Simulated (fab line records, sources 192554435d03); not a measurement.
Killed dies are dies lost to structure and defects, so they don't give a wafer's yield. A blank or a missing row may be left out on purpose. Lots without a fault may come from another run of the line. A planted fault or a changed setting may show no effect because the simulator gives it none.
A struck lot beside a sound one | flow n5_finfet | 14 steps out of a route of 1938
Sound: wafers L593.1, L593.2, L593.3. Struck: wafers L585.1, L585.2, L585.4. The cause comes at the end.
At each step with rows: each side's tool, then ch and its chambers, then its first start. Under that, the readings that differ: sound wafers | struck wafers | difference of the means | sigmas: that difference in standard deviations of wafers without a fault.
alike: readings whose means differ by less than 2 such deviations, and words and numbers that are the same on both sides. not compared: withheld readings, readings that some wafer has no value for, bounds like >300 that may hide the same value, and numbers for which the record gives no deviation and whose values overlap.
The two part at a step that has a row with sigmas, a row that says differs or no value, or rows on one side only. Numbers that don't overlap but have no deviation are shown without sigmas and don't part them. A reading that every wafer of one side lacks parts them only if that side has two wafers or more.

N5_BEOL_M0_SAQP_HM_DEP_02: deposits TiN, target thk 12 nm.
  sound on pvd_sputter-03, day 9 10:48; struck on pvd_sputter-01, day 7 15:28
  alike: throttle_valve_pct
N5_BEOL_M0_SAQP_PECVD_03: deposits SiCN from 3MS/NH3, target thk 12 nm, time 21.1 s.
  sound on pecvd-04 ch 0,1,2, day 9 10:55; struck on pecvd-04 ch 1,2, day 7 15:35
  alike: showerhead_plenum_p_Torr, throttle_valve_pct
then, 1 step without rows for these wafers: N5_BEOL_M0_SAQP_PECVD_96 (deposits a-Si from SiH4/He, target thk 45 nm, time 45.2 s).
N5_BEOL_M0_SAQP_PECVD_97: deposits SiNx from SiH4/NH3/N2, target thk 23 nm, time 19.9 s.
  sound on pecvd-04 ch 0,1,2, day 9 11:00; struck on pecvd-04 ch 1,2, day 7 15:40
  alike: heater_power_w, showerhead_plenum_p_Torr, throttle_valve_pct
N5_BEOL_M0_SAQP_PECVD_04: deposits a-Si from SiH4/He, target thk 60 nm, time 60.2 s.
  sound on pecvd-04 ch 0,1,2, day 9 11:02; struck on pecvd-04 ch 1,2, day 7 15:42
  alike: heater_power_w, showerhead_plenum_p_Torr, throttle_valve_pct
N5_BEOL_M0_SAQP_THK_MEAS_05:
  sound on film_metro-02, day 9 11:08; struck on film_metro-01, day 7 15:48
  alike: thk_nm
N5_BEOL_M0_SAQP_HM_DEP_111: deposits SiO2 from SiH4/N2O, target thk 12 nm, time 7.2 s.
  sound on pecvd-03 ch 0,1,2, day 9 11:10; struck on pecvd-03 ch 0,1,2, day 7 15:50
  alike: heater_power_w, showerhead_plenum_p_Torr
then, 5 steps without rows for these wafers: N5_BEOL_M0_SAQP_COAT_81 (time 60 s, resist thk 100 nm); N5_BEOL_M0_SAQP_COAT_82 (time 60 s, resist thk 30 nm); N5_BEOL_M0_SAQP_COAT_08 (resist thk 90 nm); N5_BEOL_M0_SAQP_EBR_10; N5_BEOL_M0_SAQP_SOFTBAKE_09 (time 60 s).
N5_BEOL_M0_SAQP_EXPOSE_11: exposes mask M0 CORE, target cd 42 nm.
  sound on arfi_scanner-03 ch 0, day 9 11:22; struck on arfi_scanner-03, day 7 16:09
  no value came back on the struck wafers for dipole_opening_deg (degrees), exposure_dose_mJ_cm2, na, sigma_outer; on the sound wafers dipole_opening_deg (degrees) reads 40 40 40
  alike: mask
then, 1 step without rows for these wafers: N5_BEOL_M0_SAQP_PEB_12 (peb time 60 s).

WHERE THEY PART
Only at N5_BEOL_M0_SAQP_EXPOSE_11, within this record.

WHY: what the simulator had put in
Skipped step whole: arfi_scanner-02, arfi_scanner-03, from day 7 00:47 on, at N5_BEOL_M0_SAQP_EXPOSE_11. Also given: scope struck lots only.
